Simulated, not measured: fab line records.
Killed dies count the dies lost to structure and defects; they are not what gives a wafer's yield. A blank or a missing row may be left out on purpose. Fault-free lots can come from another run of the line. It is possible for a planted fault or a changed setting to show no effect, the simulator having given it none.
Split-lot study :: flow n5 finfet :: 7 lots, 21 wafers read, on a route of 1938 steps

THE SPLIT
At N5_BEOL_M12_DEP_53 (deposits SiCN from 3MS/NH3, target thk 30 nm, time 10.5 s), the setting time s was moved away from the recipe's 10.5 s on 3 of the 21 wafers read, by -4.1% to +13.5%. All remaining wafers had this setting at the recipe value.

The reading comes from the split's own step.

THE READING
SiCN_of_BEOL_M12_DEP_53.thk nm (the simulator's own value, which no gauge read), in nm, at N5_BEOL_M12_DEP_53 (deposits SiCN from 3MS/NH3, target thk 30 nm, time 10.5 s). No usual value for it is given in the file. Across the 18 wafers here that went through the recipe, the average is 29.9 nm and the standard deviation 0.42 nm.

wafer: L081.1
tool, chamber at the split: pecvd-04, 0,2
time s as run, s: 10.5
against the recipe: recipe
SiCN_of_BEOL_M12_DEP_53.thk nm, nm: 30
against lot-mates on the recipe: -

wafer: L081.3
tool, chamber at the split: pecvd-04, 0,2
time s as run, s: 10.5
against the recipe: recipe
SiCN_of_BEOL_M12_DEP_53.thk nm, nm: 30
against lot-mates on the recipe: -

wafer: L081.6
tool, chamber at the split: pecvd-04, 0
time s as run, s: 10.5
against the recipe: recipe
SiCN_of_BEOL_M12_DEP_53.thk nm, nm: 30.6
against lot-mates on the recipe: -

wafer: L084.3
tool, chamber at the split: pecvd-02, 2,0
time s as run, s: 10.5
against the recipe: recipe
SiCN_of_BEOL_M12_DEP_53.thk nm, nm: 29.6
against lot-mates on the recipe: -

wafer: L084.4
tool, chamber at the split: pecvd-02, 2,0
time s as run, s: 10.5
against the recipe: recipe
SiCN_of_BEOL_M12_DEP_53.thk nm, nm: 29.6
against lot-mates on the recipe: -

wafer: L084.6
tool, chamber at the split: pecvd-02, 2
time s as run, s: 10.5
against the recipe: recipe
SiCN_of_BEOL_M12_DEP_53.thk nm, nm: 30
against lot-mates on the recipe: -

wafer: L082.1
tool, chamber at the split: pecvd-02, 2
time s as run, s: 10.5
against the recipe: recipe
SiCN_of_BEOL_M12_DEP_53.thk nm, nm: 29.4
against lot-mates on the recipe: -

wafer: L082.4
tool, chamber at the split: pecvd-02, 1,2
time s as run, s: 10.5
against the recipe: recipe
SiCN_of_BEOL_M12_DEP_53.thk nm, nm: 30.6
against lot-mates on the recipe: -

wafer: L082.5
tool, chamber at the split: pecvd-02, 1,2
time s as run, s: 10.5
against the recipe: recipe
SiCN_of_BEOL_M12_DEP_53.thk nm, nm: 30.6
against lot-mates on the recipe: -

wafer: L085.1
tool, chamber at the split: pecvd-02, 2
time s as run, s: 11.92
against the recipe: +13.5%
SiCN_of_BEOL_M12_DEP_53.thk nm, nm: 33
against lot-mates on the recipe: +3.7

wafer: L085.3
tool, chamber at the split: pecvd-02, 0
time s as run, s: 10.5
against the recipe: recipe
SiCN_of_BEOL_M12_DEP_53.thk nm, nm: 29
against lot-mates on the recipe: -

wafer: L085.5
tool, chamber at the split: pecvd-02, 2
time s as run, s: 10.5
against the recipe: recipe
SiCN_of_BEOL_M12_DEP_53.thk nm, nm: 29.6
against lot-mates on the recipe: -

wafer: L088.4
tool, chamber at the split: pecvd-02, 0
time s as run, s: 10.5
against the recipe: recipe
SiCN_of_BEOL_M12_DEP_53.thk nm, nm: 29.4
against lot-mates on the recipe: -

wafer: L088.5
tool, chamber at the split: pecvd-02, 1
time s as run, s: 10.07
against the recipe: -4.1%
SiCN_of_BEOL_M12_DEP_53.thk nm, nm: 28.6
against lot-mates on the recipe: -1.0

wafer: L088.6
tool, chamber at the split: pecvd-02, 2
time s as run, s: 10.5
against the recipe: recipe
SiCN_of_BEOL_M12_DEP_53.thk nm, nm: 29.8
against lot-mates on the recipe: -

wafer: L096.1
tool, chamber at the split: pecvd-04, 1
time s as run, s: 10.5
against the recipe: recipe
SiCN_of_BEOL_M12_DEP_53.thk nm, nm: 29.8
against lot-mates on the recipe: -

wafer: L096.2
tool, chamber at the split: pecvd-04, 2
time s as run, s: 10.5
against the recipe: recipe
SiCN_of_BEOL_M12_DEP_53.thk nm, nm: 29.6
against lot-mates on the recipe: -

wafer: L096.4
tool, chamber at the split: pecvd-04, 1
time s as run, s: 11.09
against the recipe: +5.6%
SiCN_of_BEOL_M12_DEP_53.thk nm, nm: 32
against lot-mates on the recipe: +2.3

wafer: L097.1
tool, chamber at the split: pecvd-04, 0
time s as run, s: 10.5
against the recipe: recipe
SiCN_of_BEOL_M12_DEP_53.thk nm, nm: 29.8
against lot-mates on the recipe: -

wafer: L097.4
tool, chamber at the split: pecvd-04, 2,1
time s as run, s: 10.5
against the recipe: recipe
SiCN_of_BEOL_M12_DEP_53.thk nm, nm: 30
against lot-mates on the recipe: -

wafer: L097.5
tool, chamber at the split: pecvd-04, 2,1
time s as run, s: 10.5
against the recipe: recipe
SiCN_of_BEOL_M12_DEP_53.thk nm, nm: 30
against lot-mates on the recipe: -
Where a row lists several chambers, the file gives one row for several wafers and doesn't say which wafer went through which chamber.

FIT RESULTS
A straight line over all 21 wafers: SiCN_of_BEOL_M12_DEP_53.thk nm changes by +0.258 nm for each +1% of time s; r = +0.89; the points scatter about the line by 0.45 nm.
The same after taking each lot's own level away (the mean of its wafers on the recipe; 21 wafers): +0.288 nm for each +1%; r = +0.95; scatter 0.33 nm.
That fit puts the effect of the largest move of time s on the reading at 3.9 nm.
The lots' own levels span 29.30 to 30.20 nm, that is 2.1 times the standard deviation above.
Thus the slope moves with the lot-to-lot level: the two fits are different.
Check: for one of the wafers moved furthest among these (+13.5%), held out of the fit, the line's prediction against its lot-mates is +4.78 nm. It came out at +3.7 nm against them.

ADDITIONAL SPLITS CARRIED BY THESE WAFERS
Other splits were also applied to these wafers ahead of the reading. Each is held against what the fit with the lots' levels taken away leaves over:
other split on the same wafers: N5_BEOL_M12_CMP_49 down force psi
wafers away from the commonest value: 6
r with SiCN_of_BEOL_M12_DEP_53.thk nm (lot level and that fit taken away): +0.37

THE FILE'S OWN FIT
SiCN_of_BEOL_M12_DEP_53.thk nm changes by +0.29 nm for each +1% of time s, r = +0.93.
